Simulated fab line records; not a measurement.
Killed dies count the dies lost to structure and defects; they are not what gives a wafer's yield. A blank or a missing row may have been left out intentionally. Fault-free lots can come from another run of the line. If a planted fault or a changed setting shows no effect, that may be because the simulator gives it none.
The tool behind it: which one?    flow nand_harc    24 lots, 72 wafers sampled, at 6 steps of a route of 1159

WHAT THE GAUGES SHOWED, per wafer
The record holds no reading of a measuring or inspecting step that can be judged against a usual standard deviation.

EACH LOT AND THE TOOL THAT RAN IT (in order: tool; ch and the chambers of the sampled wafers; start)
lot   NHARC_A_STAIRCASE_ETCH_170                     NHARC_A_STAIRCASE_TRIM_14                      NHARC_A_STAIRCASE_TRIM_22                      NHARC_A_STAIRCASE_ETCH_23                      NHARC_A_STAIRCASE_STRIP_175           NHARC_A_STAIRCASE_ETCH_188
L074  rie_diel-12 ch 0,2, day 11 04:01 or earlier    rie_diel-12 ch 1,3, day 11 04:01 or earlier    rie_diel-12 ch 0,1,3, day 11 04:01 or earlier  rie_diel-12 ch 0,3, day 11 04:01 or earlier    plasma_asher-02 ch 0,1, day 11 04:01  rie_diel-12 ch 0,1,3, no start
L076  rie_diel-12 ch 0,1,2, day 11 12:47 or earlier  rie_diel-08 ch 1,2, day 11 12:47 or earlier    rie_diel-12 ch 0,1, day 11 12:47 or earlier    rie_diel-12 ch 1,2,3, day 11 12:47 or earlier  plasma_asher-02 ch 0,1, day 11 12:47  rie_diel-11 ch 1,2,3, no start
L075  rie_diel-11 ch 1,2,3, day 11 16:23 or earlier  rie_diel-12 ch 0,2,3, day 11 16:23 or earlier  rie_diel-12 ch 1,2,3, day 11 16:23 or earlier  rie_diel-12 ch 0,2,3, day 11 16:23 or earlier  plasma_asher-02 ch 0,1, day 11 16:23  rie_diel-08 ch 0,1,2, no start
L078  rie_diel-08 ch 2,3, day 12 01:37 or earlier    rie_diel-08 ch 2,3, day 12 01:37 or earlier    rie_diel-11 ch 0,1,3, day 12 01:37 or earlier  rie_diel-11 ch 2,3, day 12 01:37 or earlier    plasma_asher-01 ch 0,1, day 12 01:37  rie_diel-12 ch 0,3, no start
L077  rie_diel-08 ch 0,1, day 12 01:56 or earlier    rie_diel-12 ch 0,1, day 12 01:56 or earlier    rie_diel-12 ch 0,1, day 12 01:56 or earlier    rie_diel-12 ch 1,3, day 12 01:56 or earlier    plasma_asher-02 ch 0, day 12 01:56    rie_diel-11 ch 0,3, no start
L079  rie_diel-08 ch 0,3, day 12 08:05 or earlier    rie_diel-12 ch 0,1,3, day 12 08:05 or earlier  rie_diel-12 ch 0,1,3, day 12 08:05 or earlier  rie_diel-12 ch 0,1,3, day 12 08:05 or earlier  plasma_asher-01 ch 0,1, day 12 08:05  rie_diel-08 ch 0,1,3, no start
L080  rie_diel-08 ch 0,2,3, day 13 02:46 or earlier  rie_diel-08 ch 0,3, day 13 02:46 or earlier    rie_diel-12 ch 1,3, day 13 02:46 or earlier    rie_diel-12 ch 2,3, day 13 02:46 or earlier    plasma_asher-02 ch 0,1, day 13 02:46  rie_diel-12 ch 1,2,3, no start
L081  rie_diel-08 ch 0,1,2, day 13 02:34 or earlier  rie_diel-11 ch 0,1,2, day 13 02:34 or earlier  rie_diel-11 ch 1,2,3, day 13 02:34 or earlier  rie_diel-11 ch 1,2,3, day 13 02:34 or earlier  plasma_asher-01 ch 0,1, day 13 02:34  rie_diel-08 ch 1,2,3, no start
L082  rie_diel-08 ch 0,1, day 13 06:05 or earlier    rie_diel-12 ch 0,2, day 13 06:05 or earlier    rie_diel-11 ch 0,1, day 13 06:05 or earlier    rie_diel-11 ch 0,1,2, day 13 06:05 or earlier  plasma_asher-01 ch 0,1, day 13 06:05  rie_diel-11 ch 2,3, no start
L083  rie_diel-12 ch 0,2, day 13 06:24 or earlier    rie_diel-11 ch 2,3, day 13 06:24 or earlier    rie_diel-11 ch 1,3, day 13 06:24 or earlier    rie_diel-11 ch 1,3, day 13 06:24 or earlier    plasma_asher-02 ch 0,1, day 13 06:24  rie_diel-08 ch 0,2,3, no start
L084  rie_diel-12 ch 0,2, day 15 02:41 or earlier    rie_diel-11 ch 1,2,3, day 15 02:41 or earlier  rie_diel-11 ch 1,3, day 15 02:41 or earlier    rie_diel-11 ch 2,3, day 15 02:41 or earlier    plasma_asher-01 ch 0, day 15 02:41    rie_diel-08 ch 1,2,3, no start
L085  rie_diel-08 ch 0,1,2, day 15 03:08 or earlier  rie_diel-08 ch 0,1,3, day 15 03:08 or earlier  rie_diel-08 ch 1,3, day 15 03:08 or earlier    rie_diel-08 ch 1,2, day 15 03:08 or earlier    plasma_asher-01 ch 0,1, day 15 03:08  rie_diel-11 ch 0,1,2, no start
L088  rie_diel-12 ch 0,1,3, day 15 08:52 or earlier  rie_diel-12 ch 1,3, day 15 08:52 or earlier    rie_diel-11 ch 0,1, day 15 08:52 or earlier    rie_diel-11 ch 0,3, day 15 08:52 or earlier    plasma_asher-02 ch 0,1, day 15 08:52  rie_diel-11 ch 0,1,3, no start
L091  rie_diel-11 ch 1,2,3, day 15 12:43 or earlier  rie_diel-08 ch 0,2,3, day 15 12:43 or earlier  rie_diel-08 ch 0,1,2, day 15 12:43 or earlier  rie_diel-08 ch 0,1,2, day 15 12:43 or earlier  plasma_asher-01 ch 0,1, day 15 12:43  rie_diel-11 ch 0,2,3, no start
L087  rie_diel-08 ch 0,1,2, day 15 17:59 or earlier  rie_diel-08 ch 1,3, day 15 17:59 or earlier    rie_diel-08 ch 0,1, day 15 17:59 or earlier    rie_diel-08 ch 0,1,2, day 15 17:59 or earlier  plasma_asher-01 ch 0,1, day 15 17:59  rie_diel-12 ch 0,3, no start
L089  rie_diel-12 ch 1,2,3, day 15 21:29 or earlier  rie_diel-08 ch 1,2,3, day 15 21:29 or earlier  rie_diel-11 ch 0,1,2, day 15 21:29 or earlier  rie_diel-11 ch 0,1, day 15 21:29 or earlier    plasma_asher-02 ch 0,1, day 15 21:29  rie_diel-11 ch 0,1,3, no start
L092  rie_diel-08 ch 0,1,3, day 16 04:40 or earlier  rie_diel-12 ch 0,1,2, day 16 04:40 or earlier  rie_diel-12 ch 0,2,3, day 16 04:40 or earlier  rie_diel-12 ch 2,3, day 16 04:40 or earlier    plasma_asher-01 ch 0,1, day 16 04:40  rie_diel-11 ch 0,1,2, no start
L086  rie_diel-12 ch 0,1,3, day 16 07:35 or earlier  rie_diel-12 ch 0,1,3, day 16 07:35 or earlier  rie_diel-12 ch 0,3, day 16 07:35 or earlier    rie_diel-12 ch 0,1,3, day 16 07:35 or earlier  plasma_asher-01 ch 0,1, day 16 07:35  rie_diel-08 ch 0,1, no start
L090  rie_diel-12 ch 2,3, day 16 09:46 or earlier    rie_diel-08 ch 0,1,2, day 16 09:46 or earlier  rie_diel-08 ch 2,3, day 16 09:46 or earlier    rie_diel-08 ch 0,1,2, day 16 09:46 or earlier  plasma_asher-01 ch 0,1, day 16 09:46  rie_diel-08 ch 1,2, no start
L094  rie_diel-08 ch 0,1,2, day 16 14:19 or earlier  rie_diel-12 ch 0,1,2, day 16 14:19 or earlier  rie_diel-08 ch 0,1,3, day 16 14:19 or earlier  rie_diel-08 ch 0,1,3, day 16 14:19 or earlier  plasma_asher-02 ch 0,1, day 16 14:19  rie_diel-08 ch 0,1,2, no start
L093  rie_diel-12 ch 1,2,3, day 16 18:07 or earlier  rie_diel-12 ch 1,3, day 16 18:07 or earlier    rie_diel-12 ch 1,3, day 16 18:07 or earlier    rie_diel-12 ch 0,1,2, day 16 18:07 or earlier  plasma_asher-02 ch 0,1, day 16 18:07  rie_diel-08 ch 1,3, no start
L095  rie_diel-08 ch 0,1,2, day 16 18:55 or earlier  rie_diel-12 ch 1,3, day 16 18:55 or earlier    rie_diel-11 ch 1,2,3, day 16 18:55 or earlier  rie_diel-11 ch 0,1, day 16 18:55 or earlier    plasma_asher-02 ch 0,1, day 16 18:55  rie_diel-11 ch 1,3, no start
L096  rie_diel-08 ch 0,2,3, day 17 00:57 or earlier  rie_diel-11 ch 1,2,3, day 17 00:57 or earlier  rie_diel-11 ch 0,1,3, day 17 00:57 or earlier  rie_diel-11 ch 0,1,2, day 17 00:57 or earlier  plasma_asher-01 ch 0,1, day 17 00:57  rie_diel-08 ch 1,2, no start
L097  rie_diel-11 ch 0,1,3, day 17 08:06 or earlier  rie_diel-12 ch 0,3, day 17 08:06 or earlier    rie_diel-11 ch 0,2, day 17 08:06 or earlier    rie_diel-11 ch 1,3, day 17 08:06 or earlier    plasma_asher-01 ch 0,1, day 17 08:06  rie_diel-08 ch 0,1, no start
- NHARC_A_STAIRCASE_ETCH_170: etches the open film in C4F6/O2, target depth 200 nm, time 66.667 s.
- NHARC_A_STAIRCASE_TRIM_14: chemistry O2, time 211.2 s.
- NHARC_A_STAIRCASE_TRIM_22: chemistry O2, time 211.2 s.
- NHARC_A_STAIRCASE_ETCH_23: etches the open film in C4F8/O2, target depth 100 nm, time 40.5 s.
- NHARC_A_STAIRCASE_STRIP_175: strips in O2.
- NHARC_A_STAIRCASE_ETCH_188: etches the open film in C4F8/O2, target depth 100 nm, time 40.5 s.

AS READ BY THE TOOLS THEMSELVES (means over the sampled wafers that have a number; for cases with no such wafer, the mark the record gives instead)
NHARC_A_STAIRCASE_ETCH_170. Usual: drypump_motor_current_A 5.6 A, standard deviation 0.53; oes_product_au 0.965 a.u., standard deviation 0.016; rf_vpp_V 547 V, standard deviation 3.9; showerhead_plenum_p_Torr 3.92 Torr, standard deviation 0.18; throttle_valve_pct 26.904 %, standard deviation 0.01.
lot   tool         drypump_motor_current_A (A)  oes_product_au (a.u.)  rf_vpp_V (V)  showerhead_plenum_p_Torr (Torr)  throttle_valve_pct (%)  flag
L074  rie_diel-12  5.6                          0.969                  542           3.73                             26.898                  
L076  rie_diel-12  5.9                          0.985                  546           3.87                             26.915                  
L075  rie_diel-11  5.8                          0.978                  546           3.83                             26.901                  
L078  rie_diel-08  5.0                          0.936                  549           4.01                             26.904                  
L077  rie_diel-08  5.6                          0.939                  544           3.77                             26.902                  
L079  rie_diel-08  5.5                          0.983                  541           3.69                             26.903                  
L080  rie_diel-08  5.2                          0.968                  546           3.85                             26.905                  
L081  rie_diel-08  5.3                          0.973                  547           3.93                             26.909                  
L082  rie_diel-08  5.6                          0.962                  543           3.77                             26.905                  
L083  rie_diel-12  5.6                          0.975                  543           3.72                             26.902                  
L084  rie_diel-12  5.6                          0.950                  542           3.71                             26.900                  
L085  rie_diel-08  5.3                          0.971                  551           4.12                             26.916                  
L088  rie_diel-12  6.2                          0.957                  548           3.98                             26.898                  
L091  rie_diel-11  5.8                          0.960                  545           3.81                             26.901                  
L087  rie_diel-08  5.3                          0.974                  552           4.11                             26.915                  
L089  rie_diel-12  5.7                          0.933                  548           3.94                             26.898                  
L092  rie_diel-08  5.4                          0.973                  548           4.01                             26.903                  
L086  rie_diel-12  6.2                          0.957                  548           3.98                             26.907                  
L090  rie_diel-12  5.8                          0.959                  547           3.93                             26.898                  
L094  rie_diel-08  5.3                          0.973                  551           4.11                             26.915                  
L093  rie_diel-12  5.8                          0.957                  547           3.94                             26.900                  
L095  rie_diel-08  5.3                          0.970                  550           4.11                             26.911                  
L096  rie_diel-08  5.2                          0.985                  549           4.03                             26.909                  
L097  rie_diel-11  5.7                          0.975                  543           3.74                             26.897                  

NHARC_A_STAIRCASE_TRIM_14. Usual: drypump_motor_current_A 5.7 A, standard deviation 0.55; oes_product_au 0.997 a.u., standard deviation 0.0085; rf_vpp_V 57.7 V, standard deviation 0.95; showerhead_plenum_p_Torr 3.52 Torr, standard deviation 0.17; throttle_valve_pct 17.037 %, standard deviation 0.0089.
lot   tool         drypump_motor_current_A (A)  oes_product_au (a.u.)  rf_vpp_V (V)  showerhead_plenum_p_Torr (Torr)  throttle_valve_pct (%)  flag
L074  rie_diel-12  6.1                          1.000                  58.5          3.69                             17.033                  
L076  rie_diel-08  5.0                          1.001                  58.2          3.68                             17.028                  
L075  rie_diel-12  5.9                          0.995                  57.5          3.47                             17.033                  
L078  rie_diel-08  5.0                          0.994                  57.3          3.51                             17.033                  
L077  rie_diel-12  6.3                          0.997                  57.1          3.51                             17.042                  
L079  rie_diel-12  6.2                          0.998                  57.5          3.60                             17.039                  
L080  rie_diel-08  5.5                          1.005                  58.0          3.32                             17.030                  
L081  rie_diel-11  6.1                          0.997                  57.2          3.42                             17.032                  
L082  rie_diel-12  6.0                          0.986                  57.9          3.37                             17.030                  
L083  rie_diel-11  5.2                          0.993                  56.5          3.40                             17.042                  
L084  rie_diel-11  5.7                          0.992                  57.8          3.43                             17.031                  
L085  rie_diel-08  5.4                          0.994                  56.6          3.61                             17.035                  
L088  rie_diel-12  6.1                          0.991                  57.7          3.67                             17.044                  
L091  rie_diel-08  5.3                          1.003                  58.2          3.63                             17.046                  
L087  rie_diel-08  5.3                          1.014                  57.3          3.55                             17.043                  
L089  rie_diel-08  5.1                          0.997                  57.2          3.57                             17.038                  
L092  rie_diel-12  5.9                          0.993                  57.5          3.46                             17.038                  
L086  rie_diel-12  6.2                          0.997                  57.7          3.58                             17.040                  
L090  rie_diel-08  5.3                          0.999                  58.2          3.70                             17.040                  
L094  rie_diel-12  5.9                          0.989                  57.9          3.45                             17.035                  
L093  rie_diel-12  6.1                          1.003                  57.3          3.67                             17.042                  
L095  rie_diel-12  6.0                          0.988                  58.5          3.67                             17.031                  
L096  rie_diel-11  5.7                          0.995                  57.4          3.42                             17.042                  
L097  rie_diel-12  6.3                          0.990                  58.1          3.48                             17.037                  

NHARC_A_STAIRCASE_TRIM_22. Usual: drypump_motor_current_A 5.8 A, standard deviation 0.54; oes_product_au 0.997 a.u., standard deviation 0.0073; rf_vpp_V 57.8 V, standard deviation 0.79; showerhead_plenum_p_Torr 3.50 Torr, standard deviation 0.16; throttle_valve_pct 17.037 %, standard deviation 0.0093.
lot   tool         drypump_motor_current_A (A)  oes_product_au (a.u.)  rf_vpp_V (V)  showerhead_plenum_p_Torr (Torr)  throttle_valve_pct (%)  flag
L074  rie_diel-12  6.2                          1.000                  57.9          3.60                             17.037                  
L076  rie_diel-12  6.1                          0.998                  57.6          3.60                             17.035                  
L075  rie_diel-12  5.8                          1.004                  58.0          3.56                             17.043                  
L078  rie_diel-11  5.7                          0.991                  57.3          3.38                             17.034                  
L077  rie_diel-12  6.1                          1.003                  57.8          3.60                             17.038                  
L079  rie_diel-12  6.2                          0.994                  57.8          3.59                             17.032                  
L080  rie_diel-12  6.0                          0.988                  58.4          3.68                             17.044                  
L081  rie_diel-11  5.7                          0.999                  58.1          3.44                             17.036                  
L082  rie_diel-11  6.2                          1.001                  57.9          3.41                             17.033                  
L083  rie_diel-11  5.9                          0.997                  58.0          3.43                             17.037                  
L084  rie_diel-11  5.3                          1.000                  58.1          3.38                             17.044                  
L085  rie_diel-08  5.3                          0.996                  57.9          3.55                             17.042                  
L088  rie_diel-11  6.2                          0.990                  58.0          3.40                             17.040                  
L091  rie_diel-08  5.4                          0.996                  58.4          3.71                             17.031                  
L087  rie_diel-08  5.5                          0.994                  57.2          3.68                             17.038                  
L089  rie_diel-11  6.1                          0.988                  57.0          3.41                             17.038                  
L092  rie_diel-12  5.9                          0.993                  57.3          3.45                             17.043                  
L086  rie_diel-12  6.2                          1.002                  57.6          3.57                             17.042                  
L090  rie_diel-08  4.9                          1.000                  57.9          3.59                             17.029                  
L094  rie_diel-08  5.4                          0.995                  58.4          3.60                             17.046                  
L093  rie_diel-12  6.0                          1.000                  57.7          3.67                             17.022                  
L095  rie_diel-11  5.8                          0.992                  57.1          3.42                             17.044                  
L096  rie_diel-11  5.7                          0.998                  57.3          3.36                             17.033                  
L097  rie_diel-11  6.0                          0.990                  57.8          3.41                             17.036                  

NHARC_A_STAIRCASE_ETCH_23. Usual: oes_product_au 0.942 a.u., standard deviation 0.0096; rf_vpp_V 895 V, standard deviation 5.7.
lot   tool         oes_product_au (a.u.)  rf_vpp_V (V)  flag
L074  rie_diel-12  0.945                  898           
L076  rie_diel-12  0.955                  897           
L075  rie_diel-12  0.943                  894           
L078  rie_diel-11  0.945                  893           
L077  rie_diel-12  0.934                  902           
L079  rie_diel-12  0.945                  898           
L080  rie_diel-12  0.949                  893           
L081  rie_diel-11  0.949                  892           
L082  rie_diel-11  0.941                  891           
L083  rie_diel-11  0.933                  892           
L084  rie_diel-11  0.937                  892           
L085  rie_diel-08  0.948                  902           
L088  rie_diel-11  0.960                  889           
L091  rie_diel-08  0.941                  902           
L087  rie_diel-08  0.941                  902           
L089  rie_diel-11  0.943                  891           
L092  rie_diel-12  0.943                  896           
L086  rie_diel-12  0.928                  898           
L090  rie_diel-08  0.946                  902           
L094  rie_diel-08  0.926                  898           
L093  rie_diel-12  0.931                  894           
L095  rie_diel-11  0.931                  891           
L096  rie_diel-11  0.943                  891           
L097  rie_diel-11  0.948                  891           

NHARC_A_STAIRCASE_STRIP_175. Usual: drypump_motor_current_A 5.9 A, standard deviation 0.45; heater_power_w 339 W, standard deviation 53.
lot   tool             drypump_motor_current_A (A)  heater_power_w (W)  flag
L074  plasma_asher-02  6.3                          286                 
L076  plasma_asher-02  6.0                          295                 
L075  plasma_asher-02  6.3                          284                 
L078  plasma_asher-01  5.8                          395                 
L077  plasma_asher-02  5.6                          311                 
L079  plasma_asher-01  5.8                          389                 
L080  plasma_asher-02  6.0                          292                 
L081  plasma_asher-01  5.8                          389                 
L082  plasma_asher-01  5.8                          389                 
L083  plasma_asher-02  6.3                          284                 
L084  plasma_asher-01  5.5                          352                 
L085  plasma_asher-01  5.8                          385                 
L088  plasma_asher-02  6.3                          289                 
L091  plasma_asher-01  5.6                          372                 
L087  plasma_asher-01  5.6                          371                 
L089  plasma_asher-02  6.0                          294                 
L092  plasma_asher-01  5.6                          372                 
L086  plasma_asher-01  5.6                          367                 
L090  plasma_asher-01  5.8                          389                 
L094  plasma_asher-02  6.3                          278                 
L093  plasma_asher-02  5.9                          286                 
L095  plasma_asher-02  5.9                          286                 
L096  plasma_asher-01  5.6                          370                 
L097  plasma_asher-01  5.6                          372                 

NHARC_A_STAIRCASE_ETCH_188. Usual: oes_product_au 0.932 a.u., standard deviation 0.015; rf_vpp_V 896 V, standard deviation 6.1.
lot   tool         oes_product_au (a.u.)  rf_vpp_V (V)  flag
L074  rie_diel-12  0.946                  898           
L076  rie_diel-11  0.934                  893           
L075  rie_diel-08  0.931                  896           
L078  rie_diel-12  0.936                  894           
L077  rie_diel-11  0.930                  889           
L079  rie_diel-08  0.926                  892           
L080  rie_diel-12  0.931                  897           
L081  rie_diel-08  0.920                  898           
L082  rie_diel-11  0.944                  891           
L083  rie_diel-08  0.919                  893           
L084  rie_diel-08  0.956                  898           
L085  rie_diel-11  0.910                  893           
L088  rie_diel-11  0.946                  890           
L091  rie_diel-11  0.917                  891           
L087  rie_diel-12  0.916                  898           
L089  rie_diel-11  0.950                  890           
L092  rie_diel-11  0.922                  892           
L086  rie_diel-08  0.942                  901           
L090  rie_diel-08  0.929                  899           
L094  rie_diel-08  0.921                  902           
L093  rie_diel-08  0.962                  894           
L095  rie_diel-11  0.944                  891           
L096  rie_diel-08  0.922                  901           
L097  rie_diel-08  0.924                  901           

THE ANSWER, worked out from the rows above alone
Rule: lot off if the mean of its wafers having a number is beyond 3 standard deviations from the usual mean. Also off: a lot with no number at a reading for which 4 or more lots have one. All remaining lots with rows at the step are treated as sound. Order of review: gauges by route order, followed by the tools' own readings, for which a lot's mean as printed above is used. The first step at which some lot is off is used, and at that step the reading that is off furthest; a lot without a number counts as furthest.
Nothing can be told from this: no lot is off at any reading shown.

WHAT THE SIMULATOR HAD INSERTED
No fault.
